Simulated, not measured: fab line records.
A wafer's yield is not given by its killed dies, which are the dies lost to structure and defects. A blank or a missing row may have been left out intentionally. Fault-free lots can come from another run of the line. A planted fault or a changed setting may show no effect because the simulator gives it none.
A lot that was struck, set against a sound lot :: flow n5 finfet :: 39 steps out of a route of 1938
Sound: wafers L556.2, L556.4, L556.6. Struck: wafer L546.6. (L546.1 of the same lot was not struck and is left out.) The cause comes at the end.
Per side, at each step with rows, come the tool, then ch with its chambers, and then its first start. Under that, the readings that differ: sound wafers :: struck wafers :: difference of the means :: sigmas: that difference in standard deviations of wafers without a fault.
alike: readings with means less than 2 such deviations apart, plus words and numbers identical on both sides. not compared: withheld readings, readings lacking a value on some wafer, bounds such as >300 that could conceal the same value, and numbers that have no deviation in the record and whose values overlap.
Wherever a step has rows on one side only, a row that says differs or no value, or a row with sigmas, the two part there. Numbers that don't overlap but have no deviation are shown without sigmas and don't part them. A reading missing from all wafers of one side parts the sides only when that side holds two or more wafers.

first, 9 steps without rows for these wafers: N5_DUMMY_GATE_EXPOSE_12 (exposes mask GATE, target cd 25 nm); N5_DUMMY_GATE_PEB_13 (peb time 60 s); N5_DUMMY_GATE_DEVELOP_14 (develop time 30 s); N5_DUMMY_GATE_DESCUM_20 (chemistry O2, time 6.2 s); N5_DUMMY_GATE_ETCH_29 (etches underlayer in N2/H2, target depth 13 nm); N5_DUMMY_GATE_ETCH_36 (etches SiARC in CF4, target depth 13 nm); N5_DUMMY_GATE_ETCH_37 (etches SOC in N2/H2, target depth 60 nm, overetch 30 nm); N5_DUMMY_GATE_STRIP_38 (strips in N2/H2); N5_DUMMY_GATE_STRIP_39 (strips in N2/H2).
N5_DUMMY_GATE_TRIM_49: chemistry O2, time 29 s, target cd 14 nm.
  sound on rie si-04 ch 0,3, day 8 15:10; struck on rie si-02 ch 2, day 6 03:25
reading: drypump motor current A (A)
sound: 5.9 6.0 6.0
struck: 5.2
difference: -0.8
sigmas: -2

reading: oes product au (a.u.)
sound: 1.014 0.992 1.003
struck: 1.398
difference: +0.395
sigmas: +21

reading: model.DUMMY_GATE.cd nm (nm)
sound: 14 14 13.8
struck: 8.2
difference: -5.7
sigmas: 
  alike: throttle valve pct
  not compared: rf hours counter h
then, 1 step without rows for these wafers: N5_DUMMY_GATE_STRIP_40 (strips in CF4).
N5_DUMMY_GATE_CD_MEAS_50: the cd target is 14 nm.
  sound: cd sem-02 at day 8 15:19; struck: cd sem-03 at day 6 03:34
reading: cd nm (nm)
sound: 13.73 13.78 13.96
struck: 7.80
difference: -6.02
sigmas: -22
then, 6 steps without rows for these wafers: N5_DUMMY_GATE_ETCH_31 (etches SiO2 in C4F6/O2, target depth 82.5 nm, time 27.5 s); N5_DUMMY_GATE_STRIP_41 (strips in O2); N5_DUMMY_GATE_HM_OPEN_21 (chemistry CH3F/O2, target SiNx, target depth 120 nm, time 171.4 s); N5_DUMMY_GATE_ETCH_32 (etches SiO2 in CF4, target depth 3.5 nm, time 3.9 s); N5_DUMMY_GATE_ETCH_23 (etches poly-Si in HBr/Cl2/O2, target depth 41 nm, time 22.3 s); N5_DUMMY_GATE_ETCH_44 (etches poly-Si in HBr/O2, stops on SiO2, target depth 127.5 nm).
N5_DUMMY_GATE_CD_MEAS_24: the cd target is 15 nm.
  sound: cd sem-02 at day 8 15:49; struck: cd sem-03 at day 6 04:10
reading: cd nm (nm)
sound: 15.2 14.8 15.4
struck: 9.5
difference: -5.6
sigmas: -17
N5_DUMMY_GATE_ETCH_42: etches SiO2 in CHF3/O2, target depth 3.5 nm, time 31 s.
  sound on rie diel-04 ch 0,1,2, day 8 15:52; struck on rie diel-04 ch 1, day 6 04:12
reading: model.DUMMY_GATE.cd nm (nm)
sound: 14.8 14.8 15
struck: 9.4
difference: -5.5
sigmas: 
  alike: drypump motor current A, oes_ar_750_au, oes product au, rf vpp V, showerhead plenum p Torr, throttle valve pct
  not compared: rf hours counter h
then, 17 steps without rows for these wafers: N5_DUMMY_GATE_STRIP_48 (strips in N2/H2, time 20 s); N5_DUMMY_GATE_PRECLEAN_33 (cleans in dHF, time 10 s); N5_DUMMY_GATE_PRECLEAN_25 (cleans in O3/DIW, time 45 s); N5_DUMMY_GATE_PRECLEAN_51 (cleans in SC2, time 45 s); N5_DUMMY_GATE_SRD_26 (time 30 s); N5_DUMMY_GATE_UV_OZONE_45 (time 120 s); N5_SPACER0_ALD_07 (deposits SiNx, target thk 2 nm); N5_SPACER0_ALD_00 (deposits SiOCN, target thk 3.5 nm, pulse time 3 s, purge time 2 s); N5_SPACER0_ALD_08 (deposits SiNx, target thk 2 nm); N5_SD_EPI_N_COAT_32 (time 60 s, resist thk 350 nm); N5_SD_EPI_N_COAT_33 (time 60 s, resist thk 35 nm); N5_SD_EPI_N_COAT_03 (resist thk 150 nm); N5_SD_EPI_N_EBR_05; N5_SD_EPI_N_SOFTBAKE_04 (time 60 s); N5_SD_EPI_N_EXPOSE_06 (exposes mask SD N BLK, target cd 120 nm); N5_SD_EPI_N_PEB_07 (peb time 60 s); N5_SD_EPI_N_DEVELOP_08 (develop time 30 s).
N5_BEOL_M4_RC_MEAS_101:
  the record has rows for the sound wafers here (prober-01 ch 0, day 14 02:54) and none for the struck ones
-- the record jumps here: 9 days lie between the struck wafers' starts before and after (it left off in module BEOL_M4 and takes up again in module PASSIVATION, whose first step shown is number 1936 of the route) --
N5_PASSIVATION_PROBE_49:
  only the struck wafers here have rows in the record (prober-01, day 15 02:04); the sound ones have none

WHERE THEY PART
Last at N5_PASSIVATION_PROBE_49 as far as this record goes, first at N5_DUMMY_GATE_TRIM_49.

WHY: what the simulator had put in
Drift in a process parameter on rie si-02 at N5_DUMMY_GATE_TRIM_49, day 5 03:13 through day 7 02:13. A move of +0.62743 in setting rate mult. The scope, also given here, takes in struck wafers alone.
